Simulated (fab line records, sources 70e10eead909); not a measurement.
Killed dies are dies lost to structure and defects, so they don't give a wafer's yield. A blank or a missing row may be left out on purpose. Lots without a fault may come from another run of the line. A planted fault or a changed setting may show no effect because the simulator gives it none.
A struck lot beside a sound one | flow nand_harc | 14 steps out of a route of 1159
Sound: wafers L293.2, L293.4, L293.6. Struck: wafers L295.2, L295.5, L295.6. The cause comes at the end.
At each step with rows: each side's tool, then ch and its chambers, then its first start. Under that, the readings that differ: sound wafers | struck wafers | difference of the means | sigmas: that difference in standard deviations of wafers without a fault.
alike: readings whose means differ by less than 2 such deviations, and words and numbers that are the same on both sides. not compared: withheld readings, readings that some wafer has no value for, bounds like >300 that may hide the same value, and numbers for which the record gives no deviation and whose values overlap.
The two part at a step that has a row with sigmas, a row that says differs or no value, or rows on one side only. Numbers that don't overlap but have no deviation are shown without sigmas and don't part them. A reading that every wafer of one side lacks parts them only if that side has two wafers or more.

first, 1 step without rows for these wafers: NHARC_A_SGD_CUT_ETCH_26 (etches SiO2 in dHF, target depth 45.8 nm).
NHARC_A_SGD_CUT_ETCHBACK_24: etches the open film in CH3F/O2, target depth 50 nm, time 92.857 s.
  sound on rie_diel-05 ch 1,3, day 18 09:40; struck on rie_diel-05 ch 0,3, day 18 09:49
  reading               | sound          | struck         | difference | sigmas
  oes_product_au (a.u.) | 1.01 1.01 1.00 | 0.92 0.93 0.94 | -0.08      | -2
  alike: drypump_motor_current_A, rf_vpp_V, showerhead_plenum_p_Torr, throttle_valve_pct
  not compared: rf_hours_counter_h
NHARC_A_SGD_CUT_STRIP_28: strips in O2, time 20 s.
  sound on rie_diel-05 ch 2,3; struck on rie_diel-05 ch 0,1,3
  alike: drypump_motor_current_A, oes_product_au, rf_vpp_V, showerhead_plenum_p_Torr, throttle_valve_pct
  not compared: rf_hours_counter_h
NHARC_A_SGD_CUT_INSPECT_25:
  sound on defect_inspect-02, day 18 09:55; struck on defect_inspect-01, day 18 10:04
  alike: raw_defect_count
NHARC_A_SLIT_DEP_25: deposits SiO2, target thk 200 nm.
  sound on pecvd-03 ch 0,2, day 18 09:58; struck on pecvd-02 ch 0,1,2, day 18 10:17
  alike: heater_power_w, throttle_valve_pct
  not compared: since_wet_clean_h
NHARC_A_SLIT_DEP_00: deposits aC, target thk 3200 nm.
  sound on acl_dep-03 ch 0, day 18 13:38; struck on acl_dep-03 ch 0, day 18 15:35
  alike: throttle_valve_pct
NHARC_A_SLIT_DEP_23: deposits SiON, target thk 100 nm.
  sound on pecvd-04 ch 0,1,2, day 18 15:20; struck on pecvd-03 ch 0,1,2, day 18 17:18
  alike: heater_power_w
  not compared: since_wet_clean_h
then, 5 steps without rows for these wafers: NHARC_A_SLIT_DEHYDRATE_01 (time 120 s); NHARC_A_SLIT_HMDS_02 (time 30 s); NHARC_A_SLIT_COAT_03 (resist thk 90 nm); NHARC_A_SLIT_SOFTBAKE_04 (time 55 s); NHARC_A_SLIT_EBR_05.
NHARC_A_SLIT_EXPOSE_06: exposes mask SLIT.
  sound on arfi_scanner-01 ch 0, day 18 15:49; struck on arfi_scanner-01, day 18 17:49
  no value came back on the struck wafers for exposure_dose_mJ_cm2, focus_offset_nm (nm), stage_vel_mm_s (mm/s); on the sound wafers exposure_dose_mJ_cm2 reads 60.81 60.71 60.75
  alike: mask
then, 1 step without rows for these wafers: NHARC_A_SLIT_PEB_07 (peb time 65 s).

WHERE THEY PART
First at NHARC_A_SGD_CUT_ETCHBACK_24; last, within this record, at NHARC_A_SLIT_EXPOSE_06.

WHY: what the simulator had put in
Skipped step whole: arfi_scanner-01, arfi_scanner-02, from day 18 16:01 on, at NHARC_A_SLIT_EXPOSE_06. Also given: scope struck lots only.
